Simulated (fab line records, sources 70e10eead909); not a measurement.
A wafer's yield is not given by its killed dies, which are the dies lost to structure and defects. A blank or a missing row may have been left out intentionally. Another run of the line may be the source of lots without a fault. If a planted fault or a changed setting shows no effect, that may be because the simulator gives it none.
Struck lot and sound lot, side by side	flow nand harc	14 out of 1302 route steps
Sound: these wafers, L334.3, L334.5, L334.6. Struck: wafer L347.2. (L347.1, L347.6 of the same lot were not struck and are left out.) The cause comes at the end.
Per side, at each step with rows, come the tool, then ch with its chambers, and then its first start. Under that, the readings that differ: sound wafers	struck wafers	difference of the means	sigmas: that difference in standard deviations of wafers without a fault.
alike: same words and numbers on both sides, and readings whose means sit less than 2 such deviations apart. not compared: any withheld reading, any reading some wafer has no value for, any bound like >300 that may hide the same value, and any number with overlapping values for which the record gives no deviation.
The two part at a step that has a row with sigmas, a row that says differs or no value, or rows on one side only. Numbers that have no deviation but don't overlap get no sigmas and don't part them. Lack of a reading on every wafer of one side parts them only where that side has two or more wafers.

first, 10 steps without rows for these wafers: NHARC_A_STAIRCASE_SRD_241; NHARC_A_STAIRCASE_DEHYDRATE_242 (time 120 s); NHARC_A_STAIRCASE_HMDS_243 (time 30 s); NHARC_A_STAIRCASE_COAT_244; NHARC_A_STAIRCASE_SOFTBAKE_245 (time 170 s); NHARC_A_STAIRCASE_EBR_246; NHARC_A_STAIRCASE_EXPOSE_247 (exposes mask SDS 1); NHARC_A_STAIRCASE_PEB_248 (peb time 130 s); NHARC_A_STAIRCASE_DEVELOP_249 (time 140 s); NHARC_A_STAIRCASE_HARDBAKE_251 (time 140 s).
NHARC_A_STAIRCASE_DESCUM_252: chemistry O2, time 3 s.
  sound on rie diel-03 ch 0,2,3, day 18 18:48; struck on rie diel-03 ch 0, day 24 09:51
  alike: drypump motor current A, oes product au, rf vpp V, showerhead plenum p Torr, throttle valve pct
  not compared: rf hours counter h
NHARC_A_STAIRCASE_ETCH_253: etches the open film in C4F8/O2, target depth 50 nm, time 20.2 s.
  sound on rie diel-03 ch 1,2,3, day 18 18:53; struck on rie diel-03 ch 3, day 24 09:56
reading	sound	struck	difference	sigmas
run length s (s)	41.1 41.3 41.7	29.7	-11.7	-22
  alike: oes product au, rf vpp V
  not compared: rf hours counter h
NHARC_A_STAIRCASE_STRIP_254: strips in O2.
  sound on plasma asher-01 ch 0,1, day 18 19:03; struck on plasma asher-02 ch 1, day 24 10:02
reading	sound	struck	difference	sigmas
rf hours counter h (h)	- - -	21	no value on the sound wafers	
  alike: drypump motor current A, heater power w
-- jump in the record: it breaks off in module A_STAIRCASE and resumes in module END (first step shown: number 1302 of the route), and 8 days separate the struck wafers' starts before and after --
NHARC_END_SORT_01:
  at this point the record logs the struck wafers (prober-01 ch 0, day 32 11:01) and has no rows for the sound ones

== WHERE THEY PART ==
At NHARC_A_STAIRCASE_ETCH_253 first; at NHARC_END_SORT_01 last (within this record only).

WHY: what had been put in by the simulator
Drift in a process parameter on rie diel-03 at NHARC_A_STAIRCASE_ETCH_253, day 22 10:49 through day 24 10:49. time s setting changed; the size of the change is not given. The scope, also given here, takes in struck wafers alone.
